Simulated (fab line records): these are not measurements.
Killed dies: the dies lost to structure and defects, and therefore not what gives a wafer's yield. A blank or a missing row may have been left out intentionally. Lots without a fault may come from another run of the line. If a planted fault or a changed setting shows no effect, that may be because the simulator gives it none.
Which of the tools did it?	flow n5 finfet	24 lots, 72 wafers sampled, at 6 steps of a route of 1938

## WHAT THE GAUGES SHOWED, per wafer
N5_BEOL_M1_INSPECT_59: inspects for defects (darkfield).
lot	measured	on	raw defect count
L075	day 6 13:45	defect inspect-01	39 29 25
L074	day 6 15:07	defect inspect-02	37 45 61
L076	day 6 15:14	defect inspect-02	38 36 48
L077	day 7 04:29	defect inspect-02	85 67 80
L078	day 7 11:20	defect inspect-01	44 48 43
L079	day 7 14:50	defect inspect-02	42 63 83
L080	day 7 22:30	defect inspect-02	97 99 77
L081	day 8 09:17	defect inspect-02	101 140 114
L082	day 8 12:20	defect inspect-01	81 40 62
L083	day 8 16:43	defect inspect-02	40 57 81
L084	day 8 21:21	defect inspect-02	73 86 109
L085	day 9 11:05	defect inspect-02	47 47 27
L086	day 9 14:26	defect inspect-02	97 82 100
L087	day 9 20:13	defect inspect-01	66 50 45
L088	day 9 23:13	defect inspect-01	97 74 60
L089	day 9 23:19	defect inspect-02	36 51 35
L091	day 10 16:51	defect inspect-01	103 66 136
L090	day 10 17:36	defect inspect-01	45 75 80
L092	day 10 23:25	defect inspect-02	43 49 43
L093	day 11 18:26	defect inspect-01	77 73 66
L095	day 11 21:03	defect inspect-01	100 62 75
L094	day 12 02:20	defect inspect-02	52 72 78
L096	day 12 02:41	defect inspect-01	61 69 56
L097	day 12 03:42	defect inspect-01	84 107 88

N5_BEOL_M2_CD_MEAS_18: pitch 36 nm, target cd 18 nm.
lot	measured	on	cd nm (nm)
L075	day 6 15:41	cd sem-02	18.0 18.4 18.4
L074	day 6 16:46	cd sem-02	17.6 17.9 18.0
L076	day 6 17:07	cd sem-03	17.8 17.7 17.7
L077	day 7 06:09	cd sem-03	18.3 18.8 18.3
L078	day 7 14:13	cd sem-02	17.7 18.4 17.9
L079	day 7 16:28	cd sem-02	18.5 18.2 18.7
L080	day 8 00:26	cd sem-01	18.4 18.3 18.9
L081	day 8 12:31	cd sem-03	17.8 18.2 18.1
L082	day 8 16:06	cd sem-02	18.0 17.8 17.9
L083	day 8 20:04	cd sem-01	18.3 18.1 18.3
L084	day 9 00:49	cd sem-01	18.0 18.2 18.3
L085	day 9 12:34	cd sem-02	18.0 18.0 17.5
L086	day 9 16:34	cd sem-02	17.8 17.8 17.8
L087	day 9 21:35	cd sem-01	17.9 18.2 18.1
L088	day 10 02:02	cd sem-01	17.9 18.3 17.8
L089	day 10 02:00	cd sem-02	17.5 17.7 18.2
L091	day 10 19:57	cd sem-01	17.3 17.6 18.4
L090	day 10 22:28	cd sem-01	18.4 18.0 18.3
L092	day 11 01:40	cd sem-01	18.0 17.5 18.1
L093	day 11 20:59	cd sem-01	18.2 18.8 18.4
L095	day 11 23:28	cd sem-03	18.0 18.9 18.5
L094	day 12 04:26	cd sem-03	18.4 18.1 18.2
L096	day 12 04:40	cd sem-02	17.7 18.3 18.2
L097	day 12 06:19	cd sem-02	18.1 18.3 18.2

## WHAT TOOL EACH LOT RAN ON (gives the tool, then ch and the chambers of the sampled wafers, and finally the start)
lot	N5_BEOL_M1_SPUTTER_88	N5_BEOL_M2_ETCH_74	N5_BEOL_M2_ETCH_64	N5_BEOL_M2_STRIP_19
L075	pvd sputter-02, day 6 11:48	rie diel-04 ch 0,3, day 6 15:17	rie diel-04 ch 0,3, day 6 15:20	rie diel-06 ch 0,2, day 6 15:37
L074	pvd sputter-01, day 6 13:10	rie diel-02 ch 0,2,3, day 6 16:22	rie diel-02 ch 0,2,3, day 6 16:25	rie diel-04 ch 1,3, day 6 16:42
L076	pvd sputter-03, day 6 13:17	rie diel-02 ch 1,2,3, day 6 16:43	rie diel-02 ch 1,2,3, day 6 16:46	rie diel-02 ch 0,2, day 6 17:03
L077	pvd sputter-03, day 7 02:32	rie diel-04 ch 0,1,3, day 7 05:45	rie diel-04 ch 0,1,3, day 7 05:47	rie diel-02 ch 1,3, day 7 06:05
L078	pvd sputter-03, day 7 09:16	rie diel-04 ch 0,2, day 7 13:48	rie diel-04 ch 0,2, day 7 13:50	rie diel-06 ch 1,2,3, day 7 14:09
L079	pvd sputter-01, day 7 12:52	rie diel-04 ch 0,1,2, day 7 16:04	rie diel-04 ch 0,1,2, day 7 16:06	rie diel-02 ch 0,3, day 7 16:23
L080	pvd sputter-03, day 7 20:32	rie diel-02 ch 1,2, day 8 00:02	rie diel-02 ch 1,2, day 8 00:05	rie diel-02 ch 1,2,3, day 8 00:22
L081	pvd sputter-02, day 8 07:15	rie diel-04 ch 2,3, day 8 12:06	rie diel-04 ch 2,3, day 8 12:09	rie diel-02 ch 0,2,3, day 8 12:26
L082	pvd sputter-03, day 8 10:17	rie diel-04 ch 0,1,2, day 8 15:42	rie diel-04 ch 0,1,2, day 8 15:45	rie diel-04 ch 0,2,3, day 8 16:02
L083	pvd sputter-02, day 8 14:46	rie diel-02 ch 0,2,3, day 8 19:41	rie diel-02 ch 0,2,3, day 8 19:43	rie diel-02 ch 0,2,3, day 8 20:00
L084	pvd sputter-01, day 8 19:24	rie diel-02 ch 0,1,2, day 9 00:18	rie diel-02 ch 0,1,2, day 9 00:20	rie diel-06 ch 0,1,3, day 9 00:44
L085	pvd sputter-02, day 9 09:07	rie diel-06 ch 0,1,2, day 9 12:09	rie diel-06 ch 0,1,2, day 9 12:12	rie diel-02 ch 0,2,3, day 9 12:29
L086	pvd sputter-03, day 9 12:29	rie diel-04 ch 0,3, day 9 16:10	rie diel-04 ch 0,3, day 9 16:12	rie diel-06 ch 0,1,2, day 9 16:29
L087	pvd sputter-01, day 9 18:16	rie diel-06 ch 1,2,3, day 9 21:11	rie diel-06 ch 1,2,3, day 9 21:13	rie diel-06 ch 0,2,3, day 9 21:31
L088	pvd sputter-03, day 9 21:14	rie diel-06 ch 1,2,3, day 10 01:31	rie diel-06 ch 1,2,3, day 10 01:33	rie diel-06 ch 0,2,3, day 10 01:58
L089	pvd sputter-01, day 9 21:22	rie diel-04 ch 0,1, day 10 01:35	rie diel-04 ch 0,1, day 10 01:38	rie diel-06 ch 1,2,3, day 10 01:55
L091	pvd sputter-03, day 10 14:54	rie diel-06 ch 0,1, day 10 19:22	rie diel-06 ch 0,1, day 10 19:25	rie diel-06 ch 0,1,3, day 10 19:53
L090	pvd sputter-02, day 10 15:03	rie diel-06 ch 0,2,3, day 10 22:02	rie diel-06 ch 0,2,3, day 10 22:05	rie diel-04 ch 0,3, day 10 22:24
L092	pvd sputter-01, day 10 21:28	rie diel-06 ch 0,2, day 11 01:04	rie diel-06 ch 0,2, day 11 01:06	rie diel-06 ch 0,1,2, day 11 01:35
L093	pvd sputter-03, day 11 16:09	rie diel-06 ch 0,3, day 11 20:35	rie diel-06 ch 0,3, day 11 20:38	rie diel-06 ch 0,3, day 11 20:55
L095	pvd sputter-03, day 11 18:59	rie diel-06 ch 0,1,3, day 11 23:04	rie diel-06 ch 0,1,3, day 11 23:07	rie diel-06 ch 0,1,2, day 11 23:23
L094	pvd sputter-03, day 11 22:04	rie diel-04 ch 0,1,3, day 12 04:02	rie diel-04 ch 0,1,3, day 12 04:04	rie diel-02 ch 1,2, day 12 04:22
L096	pvd sputter-02, day 11 23:26	rie diel-04 ch 0,1,2, day 12 04:16	rie diel-04 ch 0,1,2, day 12 04:18	rie diel-06 ch 0,1,3, day 12 04:35
L097	pvd sputter-02, day 12 01:45	rie diel-04 ch 0,1,2, day 12 05:38	rie diel-04 ch 0,1,2, day 12 05:41	rie diel-02 ch 1,2,3, day 12 06:14
- N5_BEOL_M1_SPUTTER_88: material Cu, target thk 4.5 nm, time 8.29 s.
- N5_BEOL_M2_ETCH_74: etches underlayer in N2/H2, target depth 6.5 nm, time 5.2 s.
- N5_BEOL_M2_ETCH_64: etches SOC in N2/H2, target depth 75 nm, overetch 22.5 nm, time 121.9 s.
- N5_BEOL_M2_STRIP_19: strips in O2.

## AS READ BY THE TOOLS THEMSELVES (means over the sampled wafers that have a number; for cases with no such wafer, the mark the record gives instead)
N5_BEOL_M1_SPUTTER_88.
lot	tool	chamber pressure pa (Pa)	throttle valve pct (%)
L075	pvd sputter-02	0.07	30.0
L074	pvd sputter-01	0.07	30.2
L076	pvd sputter-03	0.07	30.0
L077	pvd sputter-03	0.07	29.8
L078	pvd sputter-03	0.07	29.9
L079	pvd sputter-01	0.07	30.3
L080	pvd sputter-03	0.07	29.9
L081	pvd sputter-02	0.07	30.2
L082	pvd sputter-03	0.07	30.2
L083	pvd sputter-02	0.07	30.2
L084	pvd sputter-01	0.07	29.9
L085	pvd sputter-02	0.07	30.0
L086	pvd sputter-03	0.07	30.0
L087	pvd sputter-01	0.07	29.9
L088	pvd sputter-03	0.07	29.9
L089	pvd sputter-01	0.07	30.2
L091	pvd sputter-03	0.07	30.1
L090	pvd sputter-02	0.07	30.2
L092	pvd sputter-01	0.07	29.8
L093	pvd sputter-03	0.07	30.1
L095	pvd sputter-03	0.07	30.1
L094	pvd sputter-03	0.07	30.1
L096	pvd sputter-02	0.07	30.3
L097	pvd sputter-02	0.07	30.3

N5_BEOL_M2_ETCH_74.
lot	tool	drypump motor current A (A)	etch rf on time s (s)	oes product au (a.u.)	rf vpp V (V)	showerhead plenum p Torr (Torr)	throttle valve pct (%)
L075	rie diel-04	6.0	5.16	0.71	525.7	2.58	17.47
L074	rie diel-02	5.3	5.20	0.68	524.6	2.56	17.92
L076	rie diel-02	5.8	5.16	0.77	525.3	2.59	17.78
L077	rie diel-04	5.7	5.11	0.68	525.5	2.56	17.74
L078	rie diel-04	5.5	5.00	0.77	525.0	2.58	17.45
L079	rie diel-04	5.7	5.13	0.70	524.5	2.56	17.63
L080	rie diel-02	6.1	5.17	0.75	522.7	2.52	17.82
L081	rie diel-04	5.3	5.03	0.74	523.9	2.57	17.67
L082	rie diel-04	5.6	5.11	0.70	524.2	2.56	17.65
L083	rie diel-02	5.3	5.19	0.75	527.4	2.66	17.80
L084	rie diel-02	5.5	5.14	0.75	525.8	2.59	17.81
L085	rie diel-06	5.7	5.22	0.69	522.1	2.53	17.82
L086	rie diel-04	6.0	5.14	0.69	523.9	2.57	17.52
L087	rie diel-06	5.5	5.33	0.68	524.0	2.53	17.91
L088	rie diel-06	5.5	5.24	0.69	523.1	2.53	17.91
L089	rie diel-04	5.8	5.17	0.64	523.3	2.54	17.83
L091	rie diel-06	5.5	5.22	0.69	524.3	2.56	17.84
L090	rie diel-06	5.6	5.24	0.63	522.0	2.50	17.96
L092	rie diel-06	6.0	5.20	0.66	523.6	2.48	17.86
L093	rie diel-06	5.3	5.12	0.79	522.0	2.51	17.80
L095	rie diel-06	5.4	5.15	0.73	523.0	2.54	17.83
L094	rie diel-04	5.7	5.16	0.64	523.5	2.54	17.82
L096	rie diel-04	5.6	5.10	0.67	524.3	2.55	17.69
L097	rie diel-04	5.6	5.10	0.67	523.4	2.55	17.69

N5_BEOL_M2_ETCH_64.
lot	tool	drypump motor current A (A)	oes product au (a.u.)	rf vpp V (V)	showerhead plenum p Torr (Torr)	throttle valve pct (%)
L075	rie diel-04	6.0	0.64	525.2	2.58	17.44
L074	rie diel-02	5.3	0.61	524.7	2.56	17.87
L076	rie diel-02	5.9	0.68	524.5	2.59	17.74
L077	rie diel-04	5.8	0.60	524.4	2.56	17.70
L078	rie diel-04	5.6	0.67	524.6	2.58	17.41
L079	rie diel-04	5.7	0.63	524.5	2.56	17.58
L080	rie diel-02	6.1	0.67	523.5	2.52	17.77
L081	rie diel-04	5.3	0.65	525.0	2.57	17.61
L082	rie diel-04	5.6	0.62	524.4	2.56	17.60
L083	rie diel-02	5.3	0.66	526.3	2.66	17.76
L084	rie diel-02	5.6	0.67	525.6	2.59	17.78
L085	rie diel-06	5.7	0.61	523.9	2.53	17.78
L086	rie diel-04	6.0	0.61	525.0	2.57	17.48
L087	rie diel-06	5.5	0.62	523.2	2.53	17.86
L088	rie diel-06	5.5	0.62	523.3	2.53	17.87
L089	rie diel-04	5.8	0.57	523.7	2.54	17.79
L091	rie diel-06	5.5	0.62	524.1	2.56	17.79
L090	rie diel-06	5.6	0.56	521.7	2.50	17.93
L092	rie diel-06	6.0	0.59	522.3	2.48	17.81
L093	rie diel-06	5.3	0.69	522.4	2.51	17.76
L095	rie diel-06	5.4	0.65	522.9	2.54	17.78
L094	rie diel-04	5.8	0.57	523.5	2.54	17.76
L096	rie diel-04	5.7	0.59	523.4	2.55	17.65
L097	rie diel-04	5.7	0.59	523.5	2.55	17.64

N5_BEOL_M2_STRIP_19.
lot	tool	drypump motor current A (A)	o2 flow sccm (sccm)	oes product au (a.u.)	rf vpp V (V)	showerhead plenum p Torr (Torr)	throttle valve pct (%)
L075	rie diel-06	6.0	225.2	0.84	3.5	2.06	16.56
L074	rie diel-04	5.5	225.4	0.78	3.7	2.11	16.68
L076	rie diel-02	4.9	224.9	0.76	3.5	2.07	16.82
L077	rie diel-02	6.2	225.4	0.92	3.3	2.17	16.40
L078	rie diel-06	5.5	225.2	0.83	3.8	2.09	16.68
L079	rie diel-02	5.3	224.7	0.74	3.8	2.05	16.75
L080	rie diel-02	5.8	225.4	0.87	3.7	2.13	16.56
L081	rie diel-02	5.3	224.8	0.88	3.6	2.19	16.57
L082	rie diel-04	5.6	225.3	0.84	3.4	2.12	16.39
L083	rie diel-02	5.3	224.9	0.87	3.8	2.19	16.56
L084	rie diel-06	5.4	224.7	0.78	3.8	2.09	16.71
L085	rie diel-02	5.3	224.5	0.86	3.6	2.18	16.58
L086	rie diel-06	5.7	225.3	0.82	3.7	2.08	16.63
L087	rie diel-06	5.6	225.2	0.75	3.6	2.06	16.71
L088	rie diel-06	5.6	225.4	0.75	3.4	2.06	16.72
L089	rie diel-06	5.5	224.9	0.81	3.6	2.08	16.71
L091	rie diel-06	5.4	225.0	0.75	3.4	2.09	16.74
L090	rie diel-04	6.0	224.7	0.80	3.6	2.11	16.38
L092	rie diel-06	5.7	225.3	0.80	3.6	2.08	16.64
L093	rie diel-06	5.3	224.6	0.91	4.2	2.06	16.52
L095	rie diel-06	5.7	225.4	0.79	3.2	2.08	16.66
L094	rie diel-02	5.5	224.4	0.82	3.9	2.08	16.73
L096	rie diel-06	5.4	225.2	0.85	4.2	2.08	16.61
L097	rie diel-02	5.8	225.0	0.83	3.9	2.12	16.61

## THE ANSWER, worked out from the rows above alone
Rule: what is usual is taken from the lots themselves. The widest of any qualifying gaps counts: lots, ordered by their means at a reading, are off when they make up no more than a third of the lots, leave a main group of 4 or more, and stand apart from it by 3 or more times the standard deviation of that group's means. If all means in a main group match to the digits the tables above print for the reading, that group is not used. Also off: a lot with no number at a reading for which 4 or more lots have one. Any other lot the step has rows for is counted as sound. The gauges are gone through in route order, then the tools' own readings, and for those a lot's mean is taken as printed above. The first step at which some lot is off is used, and at that step the reading that is off furthest; a lot without a number counts as furthest.
No lot is off at any reading shown: from this, nothing can be told.

## WHAT THE SIMULATOR HAD INSERTED
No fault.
